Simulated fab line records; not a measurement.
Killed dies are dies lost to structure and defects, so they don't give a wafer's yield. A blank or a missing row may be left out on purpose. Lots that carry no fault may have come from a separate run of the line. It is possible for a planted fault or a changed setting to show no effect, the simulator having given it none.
Chamber matching	flow nand-harc	NHARC_A_BONDPAD_STRIP_15 on rie-diel-09: 4 sister chambers
The step strips in O2. 4 wafers are shown with their chamber, then 12 later ones without.

== WAFERS WITH THEIR CHAMBER ==
wafer	chamber	drypump-motor-current-A (A)
L089.6	0	6.3
L091.3	3	6.3
L091.4	1	5.5
L091.5	2	5.5

== WAFERS WITHOUT THEIR CHAMBER ==
wafer	drypump-motor-current-A (A)
L092.3	5.5
L092.5	6.4
L092.6	6.3
L094.1	6.3
L094.3	5.5
L094.6	6.3
L097.1	6.3
L097.2	5.4
L097.6	6.4
L095.1	5.5
L095.3	6.3
L095.5	5.5

== THE CHAMBER EACH PASSED THROUGH ==
wafer	from the rows above	in truth
L092.3	can't be placed: 1 or 2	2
L092.5	can't be placed: 0 or 3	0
L092.6	can't be placed: 0 or 3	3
L094.1	can't be placed: 0 or 3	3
L094.3	can't be placed: 1 or 2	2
L094.6	can't be placed: 0 or 3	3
L097.1	can't be placed: 0 or 3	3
L097.2	can't be placed: 1 or 2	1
L097.6	can't be placed: 0 or 3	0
L095.1	can't be placed: 1 or 2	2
L095.3	can't be placed: 0 or 3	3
L095.5	can't be placed: 1 or 2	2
Correct placement for 0 of the 12. These rows do not allow placing 12 (true chamber among the candidates in 12). Placed wrongly: 0.
How it was worked out, from the rows above alone: a wafer's distance from a chamber is the root of the sum, over the readings, of the square of ((its reading less the chamber's mean) divided by the reading's scatter). If the next closest chamber is less than 2 further off than the closest, the wafer can't be placed; otherwise it belongs to the closest. The mean given for a chamber averages the wafers shown for that chamber. The scatter: with one shown wafer a chamber, the root of the mean of the squares of how far each hidden wafer lies from its nearest shown one.
